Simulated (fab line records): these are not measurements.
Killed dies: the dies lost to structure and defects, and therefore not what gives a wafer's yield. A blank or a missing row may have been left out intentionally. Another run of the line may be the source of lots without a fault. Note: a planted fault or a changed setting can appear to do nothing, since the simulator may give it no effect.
Matching of chambers || flow nandHarc || 4 sister chambers for NHARC_P_BONDPAD_ETCH_37 on rieDiel-04
The step etches the open film in N2/H2, target depth 60 nm, overetch 18 nm, time 65.91 s. 16 wafers are shown with their chamber, then 8 later ones without.

WAFERS WITH THEIR CHAMBER
{"wafer": "L822.2", "chamber": 0, "drypumpMotorCurrentA (A)": 5.5, "rfVppV (V)": 433.1, "oesProductAu (a.u.)": 0.991}
{"wafer": "L822.3", "chamber": 2, "drypumpMotorCurrentA (A)": 4.8, "rfVppV (V)": 427.1, "oesProductAu (a.u.)": 0.991}
{"wafer": "L822.4", "chamber": 3, "drypumpMotorCurrentA (A)": 5.6, "rfVppV (V)": 428.9, "oesProductAu (a.u.)": 0.991}
{"wafer": "L826.1", "chamber": 0, "drypumpMotorCurrentA (A)": 5.5, "rfVppV (V)": 433.7, "oesProductAu (a.u.)": 0.977}
{"wafer": "L826.5", "chamber": 1, "drypumpMotorCurrentA (A)": 6.1, "rfVppV (V)": 432.4, "oesProductAu (a.u.)": 0.960}
{"wafer": "L826.6", "chamber": 0, "drypumpMotorCurrentA (A)": 5.5, "rfVppV (V)": 431.4, "oesProductAu (a.u.)": 0.972}
{"wafer": "L828.3", "chamber": 2, "drypumpMotorCurrentA (A)": 4.8, "rfVppV (V)": 427.8, "oesProductAu (a.u.)": 0.994}
{"wafer": "L828.4", "chamber": 1, "drypumpMotorCurrentA (A)": 6.0, "rfVppV (V)": 432.9, "oesProductAu (a.u.)": 0.975}
{"wafer": "L828.6", "chamber": 1, "drypumpMotorCurrentA (A)": 6.0, "rfVppV (V)": 431.7, "oesProductAu (a.u.)": 0.969}
{"wafer": "L829.1", "chamber": 2, "drypumpMotorCurrentA (A)": 4.9, "rfVppV (V)": 427.7, "oesProductAu (a.u.)": 0.989}
{"wafer": "L829.4", "chamber": 3, "drypumpMotorCurrentA (A)": 5.6, "rfVppV (V)": 428.9, "oesProductAu (a.u.)": 1.005}
{"wafer": "L829.5", "chamber": 2, "drypumpMotorCurrentA (A)": 4.8, "rfVppV (V)": 427.7, "oesProductAu (a.u.)": 0.993}
{"wafer": "L831.3", "chamber": 0, "drypumpMotorCurrentA (A)": 5.5, "rfVppV (V)": 433.8, "oesProductAu (a.u.)": 0.982}
{"wafer": "L831.4", "chamber": 2, "drypumpMotorCurrentA (A)": 4.9, "rfVppV (V)": 427.4, "oesProductAu (a.u.)": 0.997}
{"wafer": "L831.6", "chamber": 2, "drypumpMotorCurrentA (A)": 4.8, "rfVppV (V)": 428.9, "oesProductAu (a.u.)": 0.990}
{"wafer": "L834.4", "chamber": 1, "drypumpMotorCurrentA (A)": 6.0, "rfVppV (V)": 430.8, "oesProductAu (a.u.)": 0.989}

SIGNATURES (means of the wafers above)
{"reading": "drypumpMotorCurrentA", "chamber 0": 5.500, "chamber 1": 6.025, "chamber 2": 4.833, "chamber 3": 5.600, "scatter within a chamber": 0.0417}
{"reading": "rfVppV", "chamber 0": 433.000, "chamber 1": 431.950, "chamber 2": 427.767, "chamber 3": 428.900, "scatter within a chamber": 0.82}
{"reading": "oesProductAu", "chamber 0": 0.98050, "chamber 1": 0.97325, "chamber 2": 0.99233, "chamber 3": 0.99800, "scatter within a chamber": 0.00808}
Rule: a wafer lies at a distance from a chamber equal to the root of the sum of squares, over the readings, of (its reading less the chamber's mean, divided by the reading's scatter). The wafer belongs to the nearest chamber; if the next one is less than 2 further off, it can't be placed. The scatter: take each reading less its chamber's mean, square it, sum over the shown wafers, divide by the number of wafers less the number of chambers, and take the root.

WAFERS WHOSE CHAMBER IS MISSING
{"wafer": "L834.5", "drypumpMotorCurrentA (A)": 5.4, "rfVppV (V)": 433.7, "oesProductAu (a.u.)": 0.976}
{"wafer": "L834.6", "drypumpMotorCurrentA (A)": 6.1, "rfVppV (V)": 431.3, "oesProductAu (a.u.)": 0.985}
{"wafer": "L842.1", "drypumpMotorCurrentA (A)": 5.6, "rfVppV (V)": 430.0, "oesProductAu (a.u.)": 1.010}
{"wafer": "L842.5", "drypumpMotorCurrentA (A)": 5.6, "rfVppV (V)": 430.6, "oesProductAu (a.u.)": 1.003}
{"wafer": "L842.6", "drypumpMotorCurrentA (A)": 4.8, "rfVppV (V)": 427.7, "oesProductAu (a.u.)": 0.974}
{"wafer": "L844.1", "drypumpMotorCurrentA (A)": 5.6, "rfVppV (V)": 429.8, "oesProductAu (a.u.)": 1.001}
{"wafer": "L844.3", "drypumpMotorCurrentA (A)": 6.0, "rfVppV (V)": 431.1, "oesProductAu (a.u.)": 0.985}
{"wafer": "L844.6", "drypumpMotorCurrentA (A)": 5.6, "rfVppV (V)": 431.3, "oesProductAu (a.u.)": 0.999}

WHICH CHAMBER EACH WENT THROUGH
{"wafer": "L834.5", "from the rows above": 0, "in truth": 0}
{"wafer": "L834.6", "from the rows above": 1, "in truth": 1}
{"wafer": "L842.1", "from the rows above": 3, "in truth": 3}
{"wafer": "L842.5", "from the rows above": 3, "in truth": 3}
{"wafer": "L842.6", "from the rows above": 2, "in truth": 2}
{"wafer": "L844.1", "from the rows above": 3, "in truth": 3}
{"wafer": "L844.3", "from the rows above": 1, "in truth": 1}
{"wafer": "L844.6", "from the rows above": "can't be placed: 3 or 0", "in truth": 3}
Correctly placed: 7 of 8. Can't be placed from these rows: 1 (the true chamber is among the candidates in 1). Placed wrongly: 0.
